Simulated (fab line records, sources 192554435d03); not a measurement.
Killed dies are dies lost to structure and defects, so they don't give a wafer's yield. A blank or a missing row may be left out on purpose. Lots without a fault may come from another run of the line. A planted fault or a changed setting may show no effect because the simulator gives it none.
Split-lot experiment | flow n5_finfet | 7 lots, 21 wafers read, on a route of 1938 steps

THE SPLIT
At N5_DUMMY_GATE_HM_DEP_06 (deposits SiNx from DCS/NH3, target thk 80 nm, time 5141 s), the setting time_s was moved away from the recipe's 5141 s on 6 of the 21 wafers read, by +8.2% to +11.6%. The other wafers ran this setting at the recipe's value.

The reading is taken at the split's own step.

THE READING
SiNx_of_DUMMY_GATE_HM_DEP_06.thk_nm (the simulator's own value, which no gauge read), in nm, at N5_DUMMY_GATE_HM_DEP_06 (deposits SiNx from DCS/NH3, target thk 80 nm, time 5141 s). The file gives no usual value for it. The 15 wafers here that ran the recipe average 80.1 nm, standard deviation 0.8 nm.

wafer  | tool, chamber at the split | time_s as run, s | against the recipe | SiNx_of_DUMMY_GATE_HM_DEP_06.thk_nm, nm | against lot-mates on the recipe
L080.2 | -, -                       | 5141             | recipe             | 79.2                                    | -
L080.4 | -, -                       | 5141             | recipe             | 79.2                                    | -
L080.3 | -, -                       | 5141             | recipe             | 79                                      | -
L081.1 | -, -                       | 5141             | recipe             | 79.6                                    | -
L081.4 | -, -                       | 5141             | recipe             | 79.6                                    | -
L081.5 | -, -                       | 5141             | recipe             | 79.8                                    | -
L085.1 | lpcvd-01, 1/90,1/95        | 5141             | recipe             | 81                                      | -
L085.2 | lpcvd-01, 1/90,1/95        | 5141             | recipe             | 81                                      | -
L085.5 | lpcvd-01, 1/109            | 5141             | recipe             | 81.4                                    | -
L086.2 | -, -                       | 5561             | +8.2%              | 87                                      | no lot-mate on the recipe
L086.4 | -, -                       | 5561             | +8.2%              | 88.2                                    | no lot-mate on the recipe
L086.6 | -, -                       | 5561             | +8.2%              | 87.8                                    | no lot-mate on the recipe
L088.3 | -, -                       | 5735             | +11.6%             | 90.2                                    | no lot-mate on the recipe
L088.4 | -, -                       | 5735             | +11.6%             | 88.8                                    | no lot-mate on the recipe
L088.5 | -, -                       | 5735             | +11.6%             | 89.4                                    | no lot-mate on the recipe
L089.3 | -, -                       | 5141             | recipe             | 80.4                                    | -
L089.4 | -, -                       | 5141             | recipe             | 80.2                                    | -
L089.6 | -, -                       | 5141             | recipe             | 79.2                                    | -
L097.1 | -, -                       | 5141             | recipe             | 81.2                                    | -
L097.3 | -, -                       | 5141             | recipe             | 80.4                                    | -
L097.6 | -, -                       | 5141             | recipe             | 81                                      | -
Where a row lists several chambers, the file gives one row for several wafers and doesn't say which wafer went through which chamber.

THE FIT
A straight line over all 21 wafers: SiNx_of_DUMMY_GATE_HM_DEP_06.thk_nm changes by +0.841 nm for each +1% of time_s; r = +0.98; the points scatter about the line by 0.83 nm.
Too few moved wafers have a lot-mate on the recipe to fit a line with each lot's own level taken away.

THE FILE'S OWN FIT
SiNx_of_DUMMY_GATE_HM_DEP_06.thk_nm changes by +0.841 nm for each +1% of time_s, r = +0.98.
